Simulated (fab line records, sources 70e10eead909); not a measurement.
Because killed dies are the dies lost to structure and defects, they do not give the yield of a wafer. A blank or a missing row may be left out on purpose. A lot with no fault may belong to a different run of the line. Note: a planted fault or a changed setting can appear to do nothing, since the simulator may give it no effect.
What tool caused it? / flow nand-harc / 42 wafers from 14 lots sampled at 4 of the route's 1302 steps

## WHAT EACH GAUGE READ, for each wafer
The record lacks any reading of a measuring or inspecting step that a usual standard deviation could be used to judge.

## TOOL THAT RAN EACH LOT (tool first, then ch and the chambers of the sampled wafers, then the start)
lot=L678; NHARC_A_CONTACT_DESCUM_74=rie-diel-10 ch 0,3, day 22 23:25; NHARC_A_CONTACT_ETCH_124=har-cap-etch-02 ch 1, day 23 00:59; NHARC_A_CONTACT_ETCH_131=har-cap-etch-02 ch 1, day 23 02:15; NHARC_A_CONTACT_ETCH_132=har-cap-etch-02 ch 1, day 23 02:26
lot=L677; NHARC_A_CONTACT_DESCUM_74=rie-diel-03 ch 1,2,3, day 23 05:07; NHARC_A_CONTACT_ETCH_124=har-cap-etch-03 ch 0,1, day 23 06:41; NHARC_A_CONTACT_ETCH_131=har-cap-etch-03 ch 0,1, day 23 07:56; NHARC_A_CONTACT_ETCH_132=har-cap-etch-03 ch 0,1, day 23 08:07
lot=L681; NHARC_A_CONTACT_DESCUM_74=rie-diel-10 ch 0,2,3, day 24 02:56; NHARC_A_CONTACT_ETCH_124=har-cap-etch-02 ch 0,1, day 24 04:29; NHARC_A_CONTACT_ETCH_131=har-cap-etch-02 ch 0,1, day 24 05:44; NHARC_A_CONTACT_ETCH_132=har-cap-etch-02 ch 0,1, day 24 05:55
lot=L682; NHARC_A_CONTACT_DESCUM_74=rie-diel-03 ch 0,1,3, day 25 11:11; NHARC_A_CONTACT_ETCH_124=har-cap-etch-02 ch 0,1, day 25 12:52; NHARC_A_CONTACT_ETCH_131=har-cap-etch-02 ch 0,1, day 25 14:23; NHARC_A_CONTACT_ETCH_132=har-cap-etch-02 ch 0,1, day 25 14:34
lot=L684; NHARC_A_CONTACT_DESCUM_74=rie-diel-10 ch 0,1, day 25 15:43; NHARC_A_CONTACT_ETCH_124=har-cap-etch-02 ch 0,1, day 25 18:10; NHARC_A_CONTACT_ETCH_131=har-cap-etch-02 ch 0,1, day 25 19:26; NHARC_A_CONTACT_ETCH_132=har-cap-etch-02 ch 0,1, day 25 19:37
lot=L687; NHARC_A_CONTACT_DESCUM_74=rie-diel-10 ch 0,1,2, day 26 13:26; NHARC_A_CONTACT_ETCH_124=har-cap-etch-02 ch 0,1, day 26 15:03; NHARC_A_CONTACT_ETCH_131=har-cap-etch-02 ch 0,1, day 26 16:17; NHARC_A_CONTACT_ETCH_132=har-cap-etch-02 ch 0,1, day 26 16:28
lot=L686; NHARC_A_CONTACT_DESCUM_74=rie-diel-10 ch 0,1,2, day 26 17:04; NHARC_A_CONTACT_ETCH_124=har-cap-etch-01 ch 0,1, day 26 18:42; NHARC_A_CONTACT_ETCH_131=har-cap-etch-01 ch 0,1, day 26 19:57; NHARC_A_CONTACT_ETCH_132=har-cap-etch-01 ch 0,1, day 26 20:08
lot=L692; NHARC_A_CONTACT_DESCUM_74=rie-diel-03 ch 0,2, day 28 09:37; NHARC_A_CONTACT_ETCH_124=har-cap-etch-03 ch 1, day 28 11:10; NHARC_A_CONTACT_ETCH_131=har-cap-etch-03 ch 1, day 28 12:25; NHARC_A_CONTACT_ETCH_132=har-cap-etch-03 ch 1, day 28 12:35
lot=L691; NHARC_A_CONTACT_DESCUM_74=rie-diel-10 ch 0,1,3, day 28 20:29; NHARC_A_CONTACT_ETCH_124=har-cap-etch-01 ch 0,1, day 28 22:17; NHARC_A_CONTACT_ETCH_131=har-cap-etch-01 ch 0,1, day 28 23:32; NHARC_A_CONTACT_ETCH_132=har-cap-etch-01 ch 0,1, day 28 23:43
lot=L693; NHARC_A_CONTACT_DESCUM_74=rie-diel-10 ch 2,3, day 29 13:35; NHARC_A_CONTACT_ETCH_124=har-cap-etch-02 ch 0,1, day 29 15:12; NHARC_A_CONTACT_ETCH_131=har-cap-etch-02 ch 0,1, day 29 16:27; NHARC_A_CONTACT_ETCH_132=har-cap-etch-02 ch 0,1, day 29 16:37
lot=L694; NHARC_A_CONTACT_DESCUM_74=rie-diel-10 ch 1,2,3, day 29 14:50; NHARC_A_CONTACT_ETCH_124=har-cap-etch-03 ch 0,1, day 29 16:25; NHARC_A_CONTACT_ETCH_131=har-cap-etch-03 ch 0,1, day 29 17:40; NHARC_A_CONTACT_ETCH_132=har-cap-etch-03 ch 0,1, day 29 17:50
lot=L696; NHARC_A_CONTACT_DESCUM_74=rie-diel-03 ch 0,1,3, day 30 05:22; NHARC_A_CONTACT_ETCH_124=har-cap-etch-03 ch 0,1, day 30 06:54; NHARC_A_CONTACT_ETCH_131=har-cap-etch-03 ch 0,1, day 30 08:10; NHARC_A_CONTACT_ETCH_132=har-cap-etch-03 ch 0,1, day 30 08:20
lot=L695; NHARC_A_CONTACT_DESCUM_74=rie-diel-11 ch 2,3, day 30 07:30; NHARC_A_CONTACT_ETCH_124=har-cap-etch-02 ch 0,1, day 30 09:06; NHARC_A_CONTACT_ETCH_131=har-cap-etch-02 ch 0,1, day 30 10:22; NHARC_A_CONTACT_ETCH_132=har-cap-etch-02 ch 0,1, day 30 10:32
lot=L697; NHARC_A_CONTACT_DESCUM_74=rie-diel-10 ch 1,2, day 31 02:12; NHARC_A_CONTACT_ETCH_124=har-cap-etch-01 ch 0,1, day 31 03:49; NHARC_A_CONTACT_ETCH_131=har-cap-etch-01 ch 0,1, day 31 05:04; NHARC_A_CONTACT_ETCH_132=har-cap-etch-01 ch 0,1, day 31 05:14
- NHARC_A_CONTACT_DESCUM_74: chemistry O2, time 3 s.
- NHARC_A_CONTACT_ETCH_124: etches the open film in C4F8/O2/Ar, time 140 s, target depth 700 nm.
- NHARC_A_CONTACT_ETCH_131: etches the open film in C4F8/O2/Ar, time 197 s, target depth 1918 nm.
- NHARC_A_CONTACT_ETCH_132: etches the open film in C4F8/O2/Ar, time 197 s, target depth 1924 nm.

## AS READ BY THE TOOLS THEMSELVES (means over the sampled wafers that have a number; for cases with no such wafer, the mark the record gives instead)
NHARC_A_CONTACT_DESCUM_74.
lot=L678; tool=rie-diel-10; drypump-motor-current-A (A)=6.4; oes-product-au (a.u.)=0.997; rf-vpp-V (V)=57.9; showerhead-plenum-p-Torr (Torr)=1.88; throttle-valve-pct (%)=11.305
lot=L677; tool=rie-diel-03; drypump-motor-current-A (A)=6.3; oes-product-au (a.u.)=0.995; rf-vpp-V (V)=57.1; showerhead-plenum-p-Torr (Torr)=1.90; throttle-valve-pct (%)=11.302
lot=L681; tool=rie-diel-10; drypump-motor-current-A (A)=6.4; oes-product-au (a.u.)=0.997; rf-vpp-V (V)=56.6; showerhead-plenum-p-Torr (Torr)=1.88; throttle-valve-pct (%)=11.306
lot=L682; tool=rie-diel-03; drypump-motor-current-A (A)=6.2; oes-product-au (a.u.)=0.991; rf-vpp-V (V)=57.8; showerhead-plenum-p-Torr (Torr)=1.82; throttle-valve-pct (%)=11.316
lot=L684; tool=rie-diel-10; drypump-motor-current-A (A)=6.0; oes-product-au (a.u.)=0.999; rf-vpp-V (V)=58.0; showerhead-plenum-p-Torr (Torr)=1.98; throttle-valve-pct (%)=11.312
lot=L687; tool=rie-diel-10; drypump-motor-current-A (A)=6.2; oes-product-au (a.u.)=1.010; rf-vpp-V (V)=57.9; showerhead-plenum-p-Torr (Torr)=1.92; throttle-valve-pct (%)=11.303
lot=L686; tool=rie-diel-10; drypump-motor-current-A (A)=6.2; oes-product-au (a.u.)=0.997; rf-vpp-V (V)=57.9; showerhead-plenum-p-Torr (Torr)=1.92; throttle-valve-pct (%)=11.305
lot=L692; tool=rie-diel-03; drypump-motor-current-A (A)=6.4; oes-product-au (a.u.)=0.983; rf-vpp-V (V)=57.8; showerhead-plenum-p-Torr (Torr)=1.88; throttle-valve-pct (%)=11.311
lot=L691; tool=rie-diel-10; drypump-motor-current-A (A)=6.2; oes-product-au (a.u.)=0.994; rf-vpp-V (V)=58.1; showerhead-plenum-p-Torr (Torr)=1.92; throttle-valve-pct (%)=11.309
lot=L693; tool=rie-diel-10; drypump-motor-current-A (A)=6.6; oes-product-au (a.u.)=0.989; rf-vpp-V (V)=57.8; showerhead-plenum-p-Torr (Torr)=1.80; throttle-valve-pct (%)=11.313
lot=L694; tool=rie-diel-10; drypump-motor-current-A (A)=6.4; oes-product-au (a.u.)=0.988; rf-vpp-V (V)=57.3; showerhead-plenum-p-Torr (Torr)=1.85; throttle-valve-pct (%)=11.322
lot=L696; tool=rie-diel-03; drypump-motor-current-A (A)=6.2; oes-product-au (a.u.)=1.003; rf-vpp-V (V)=56.8; showerhead-plenum-p-Torr (Torr)=1.81; throttle-valve-pct (%)=11.314
lot=L695; tool=rie-diel-11; drypump-motor-current-A (A)=6.0; oes-product-au (a.u.)=1.004; rf-vpp-V (V)=58.4; showerhead-plenum-p-Torr (Torr)=2.06; throttle-valve-pct (%)=11.300
lot=L697; tool=rie-diel-10; drypump-motor-current-A (A)=6.4; oes-product-au (a.u.)=0.988; rf-vpp-V (V)=57.0; showerhead-plenum-p-Torr (Torr)=1.84; throttle-valve-pct (%)=11.309

NHARC_A_CONTACT_ETCH_124.
lot=L678; tool=har-cap-etch-02; chamber-pressure-mTorr (mTorr)=20.000; oes-air-line-au (a.u.)=0.992
lot=L677; tool=har-cap-etch-03; chamber-pressure-mTorr (mTorr)=19.997; oes-air-line-au (a.u.)=0.994
lot=L681; tool=har-cap-etch-02; chamber-pressure-mTorr (mTorr)=20.008; oes-air-line-au (a.u.)=0.986
lot=L682; tool=har-cap-etch-02; chamber-pressure-mTorr (mTorr)=19.983; oes-air-line-au (a.u.)=1.019
lot=L684; tool=har-cap-etch-02; chamber-pressure-mTorr (mTorr)=20.005; oes-air-line-au (a.u.)=0.979
lot=L687; tool=har-cap-etch-02; chamber-pressure-mTorr (mTorr)=19.995; oes-air-line-au (a.u.)=1.005
lot=L686; tool=har-cap-etch-01; chamber-pressure-mTorr (mTorr)=20.008; oes-air-line-au (a.u.)=1.005
lot=L692; tool=har-cap-etch-03; chamber-pressure-mTorr (mTorr)=20.003; oes-air-line-au (a.u.)=1.014
lot=L691; tool=har-cap-etch-01; chamber-pressure-mTorr (mTorr)=20.001; oes-air-line-au (a.u.)=1.004
lot=L693; tool=har-cap-etch-02; chamber-pressure-mTorr (mTorr)=19.997; oes-air-line-au (a.u.)=0.993
lot=L694; tool=har-cap-etch-03; chamber-pressure-mTorr (mTorr)=19.997; oes-air-line-au (a.u.)=1.011
lot=L696; tool=har-cap-etch-03; chamber-pressure-mTorr (mTorr)=20.005; oes-air-line-au (a.u.)=0.991
lot=L695; tool=har-cap-etch-02; chamber-pressure-mTorr (mTorr)=19.985; oes-air-line-au (a.u.)=1.003
lot=L697; tool=har-cap-etch-01; chamber-pressure-mTorr (mTorr)=19.998; oes-air-line-au (a.u.)=1.003

NHARC_A_CONTACT_ETCH_131.
lot=L678; tool=har-cap-etch-02; chamber-pressure-mTorr (mTorr)=20.004; oes-air-line-au (a.u.)=1.003
lot=L677; tool=har-cap-etch-03; chamber-pressure-mTorr (mTorr)=19.990; oes-air-line-au (a.u.)=1.003
lot=L681; tool=har-cap-etch-02; chamber-pressure-mTorr (mTorr)=20.022; oes-air-line-au (a.u.)=0.995
lot=L682; tool=har-cap-etch-02; chamber-pressure-mTorr (mTorr)=20.015; oes-air-line-au (a.u.)=1.000
lot=L684; tool=har-cap-etch-02; chamber-pressure-mTorr (mTorr)=19.967; oes-air-line-au (a.u.)=0.980
lot=L687; tool=har-cap-etch-02; chamber-pressure-mTorr (mTorr)=19.999; oes-air-line-au (a.u.)=1.008
lot=L686; tool=har-cap-etch-01; chamber-pressure-mTorr (mTorr)=19.980; oes-air-line-au (a.u.)=1.015
lot=L692; tool=har-cap-etch-03; chamber-pressure-mTorr (mTorr)=19.985; oes-air-line-au (a.u.)=1.030
lot=L691; tool=har-cap-etch-01; chamber-pressure-mTorr (mTorr)=20.008; oes-air-line-au (a.u.)=0.992
lot=L693; tool=har-cap-etch-02; chamber-pressure-mTorr (mTorr)=20.020; oes-air-line-au (a.u.)=1.006
lot=L694; tool=har-cap-etch-03; chamber-pressure-mTorr (mTorr)=20.010; oes-air-line-au (a.u.)=1.001
lot=L696; tool=har-cap-etch-03; chamber-pressure-mTorr (mTorr)=19.997; oes-air-line-au (a.u.)=1.023
lot=L695; tool=har-cap-etch-02; chamber-pressure-mTorr (mTorr)=20.016; oes-air-line-au (a.u.)=1.013
lot=L697; tool=har-cap-etch-01; chamber-pressure-mTorr (mTorr)=20.000; oes-air-line-au (a.u.)=1.004

NHARC_A_CONTACT_ETCH_132.
lot=L678; tool=har-cap-etch-02; chamber-pressure-mTorr (mTorr)=20.007; oes-air-line-au (a.u.)=0.991
lot=L677; tool=har-cap-etch-03; chamber-pressure-mTorr (mTorr)=20.007; oes-air-line-au (a.u.)=0.990
lot=L681; tool=har-cap-etch-02; chamber-pressure-mTorr (mTorr)=19.992; oes-air-line-au (a.u.)=1.010
lot=L682; tool=har-cap-etch-02; chamber-pressure-mTorr (mTorr)=19.994; oes-air-line-au (a.u.)=0.971
lot=L684; tool=har-cap-etch-02; chamber-pressure-mTorr (mTorr)=19.987; oes-air-line-au (a.u.)=0.988
lot=L687; tool=har-cap-etch-02; chamber-pressure-mTorr (mTorr)=-; oes-air-line-au (a.u.)=-
lot=L686; tool=har-cap-etch-01; chamber-pressure-mTorr (mTorr)=-; oes-air-line-au (a.u.)=-
lot=L692; tool=har-cap-etch-03; chamber-pressure-mTorr (mTorr)=20.001; oes-air-line-au (a.u.)=1.010
lot=L691; tool=har-cap-etch-01; chamber-pressure-mTorr (mTorr)=19.993; oes-air-line-au (a.u.)=1.008
lot=L693; tool=har-cap-etch-02; chamber-pressure-mTorr (mTorr)=20.009; oes-air-line-au (a.u.)=0.977
lot=L694; tool=har-cap-etch-03; chamber-pressure-mTorr (mTorr)=20.010; oes-air-line-au (a.u.)=1.007
lot=L696; tool=har-cap-etch-03; chamber-pressure-mTorr (mTorr)=20.012; oes-air-line-au (a.u.)=0.986
lot=L695; tool=har-cap-etch-02; chamber-pressure-mTorr (mTorr)=20.006; oes-air-line-au (a.u.)=1.015
lot=L697; tool=har-cap-etch-01; chamber-pressure-mTorr (mTorr)=19.991; oes-air-line-au (a.u.)=0.999

## THE ANSWER, worked out from the rows above alone
Rule: what is usual is taken from the lots themselves. The widest of any qualifying gaps counts: lots, ordered by their means at a reading, are off when they make up no more than a third of the lots, leave a main group of 4 or more, and stand apart from it by 3 or more times the standard deviation of that group's means. Not used: any main group whose means are identical at the precision the tables above print for the reading. Also off: a lot with no number at a reading for which 4 or more lots have one. Any other lot the step has rows for is counted as sound. The gauges are gone through in route order, then the tools' own readings, and for those a lot's mean is taken as printed above. At the first step where some lot is off, the reading lying furthest off is the one used; lots without a number count as furthest.
Off: L687, L686, at NHARC_A_CONTACT_ETCH_132 (chamber-pressure-mTorr). Without a number there: L687, L686. For the main group the mean is 20.001 mTorr and the standard deviation 0.0084.
If a tool, at that step or one of the process steps before it, ran each lot that is off and ran no sound lot following the first of them, it fits. None of those tried fits.

## WHAT HAD BEEN PUT IN BY THE SIMULATOR
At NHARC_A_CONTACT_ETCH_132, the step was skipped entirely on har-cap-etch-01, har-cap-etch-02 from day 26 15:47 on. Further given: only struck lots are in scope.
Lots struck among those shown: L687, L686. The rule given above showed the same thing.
